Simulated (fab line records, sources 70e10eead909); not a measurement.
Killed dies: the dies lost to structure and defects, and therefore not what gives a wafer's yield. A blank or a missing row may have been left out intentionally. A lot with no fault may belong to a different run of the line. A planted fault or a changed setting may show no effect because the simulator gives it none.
A struck lot beside a sound one || flow nand harc || 19 steps out of a route of 1302
Sound: wafers L124.1, L124.4, L124.6. Wafers L135.2, L135.3, L135.6 were the ones struck. The cause comes at the end.
At each step with rows: each side's tool, then ch and its chambers, then its first start. Under that, the readings that differ: sound wafers || struck wafers || difference of the means || sigmas: that difference in standard deviations of wafers without a fault.
alike: readings whose means differ by less than 2 such deviations, and words and numbers that are the same on both sides. not compared: withheld readings, readings that some wafer has no value for, bounds like >300 that may hide the same value, and numbers for which the record gives no deviation and whose values overlap.
A row with sigmas, a row that says differs or no value, or rows on one side alone: a step with any of these is where the two part. Numbers that have no deviation but don't overlap get no sigmas and don't part them. Lack of a reading on every wafer of one side parts them only where that side has two or more wafers.

NHARC_P_ZERO_WELL_CD_MEAS_37: target cd 720 nm.
  sound on cd sem-01 ch 0, day 3 06:02; struck on cd sem-02 ch 0, day 7 20:00
  alike: cd nm
then, 1 step without rows for these wafers: NHARC_P_ZERO_WELL_HARDBAKE_38 (time 80 s).
NHARC_P_ZERO_WELL_DESCUM_39: chemistry O2, time 3 s.
  sound on rie diel-04 ch 0,1,2, day 3 06:12; struck on rie diel-04 ch 1,2, day 7 20:10
  alike: drypump motor current A, oes product au, rf vpp V, showerhead plenum p Torr, throttle valve pct
  not compared: rf hours counter h
then, 9 steps without rows for these wafers: NHARC_P_ZERO_WELL_IMPLANT_40; NHARC_P_ZERO_WELL_IMPLANT_59; NHARC_P_ZERO_WELL_IMPLANT_60; NHARC_P_ZERO_WELL_STRIP_41 (strips in SPM, time 840 s); NHARC_P_ZERO_WELL_DEHYDRATE_44 (time 120 s); NHARC_P_ZERO_WELL_HMDS_45 (time 30 s); NHARC_P_ZERO_WELL_COAT_46; NHARC_P_ZERO_WELL_SOFTBAKE_47 (time 95 s); NHARC_P_ZERO_WELL_EBR_48.
NHARC_P_ZERO_WELL_EXPOSE_49: exposes mask P HVPW, target cd 2000 nm.
  sound on krf scanner-02 ch 0, day 3 07:31; struck on krf scanner-04 ch 0, day 7 21:29
{"reading": "mask", "sound": "P_HVPW#0 P_HVPW#0 P_HVPW#0", "struck": "P_HVPW_R1#0 P_HVPW_R1#0 P_HVPW_R1#0", "difference": "differs", "sigmas": ""}
then, 2 steps without rows for these wafers: NHARC_P_ZERO_WELL_PEB_50 (peb time 85 s); NHARC_P_ZERO_WELL_DEVELOP_51 (time 70 s).
NHARC_P_ZERO_WELL_CD_MEAS_52: target cd 2000 nm.
  sound on cd sem-02 ch 0, day 3 07:41; struck on cd sem-02 ch 0, day 7 21:38
{"reading": "cd nm (nm)", "sound": "1998.2 1999.7 1996.6", "struck": "1928.7 1928.0 1928.4", "difference": -69.8, "sigmas": -54}
then, 1 step without rows for these wafers: NHARC_P_ZERO_WELL_HARDBAKE_53 (time 80 s).
NHARC_P_ZERO_WELL_DESCUM_54: chemistry O2, time 3 s.
  sound on rie diel-04 ch 0,1, day 3 07:51; struck on rie diel-04 ch 1,2, day 7 21:48
{"reading": "model.P_ZERO_WELL.cd nm (nm)", "sound": "1999 1999 1997", "struck": "1928 1928 1929", "difference": -70, "sigmas": ""}
  alike: drypump motor current A, oes product au, rf vpp V, showerhead plenum p Torr, throttle valve pct
  not compared: rf hours counter h
next, for these wafers, 1 step has no rows: NHARC_P_ZERO_WELL_IMPLANT_55.

## WHERE THEY PART
First at NHARC_P_ZERO_WELL_EXPOSE_49; last, within this record, at NHARC_P_ZERO_WELL_CD_MEAS_52. Later steps at which nothing parts them and some readings are alike: NHARC_P_ZERO_WELL_DESCUM_54.

WHY: the cause the simulator had injected
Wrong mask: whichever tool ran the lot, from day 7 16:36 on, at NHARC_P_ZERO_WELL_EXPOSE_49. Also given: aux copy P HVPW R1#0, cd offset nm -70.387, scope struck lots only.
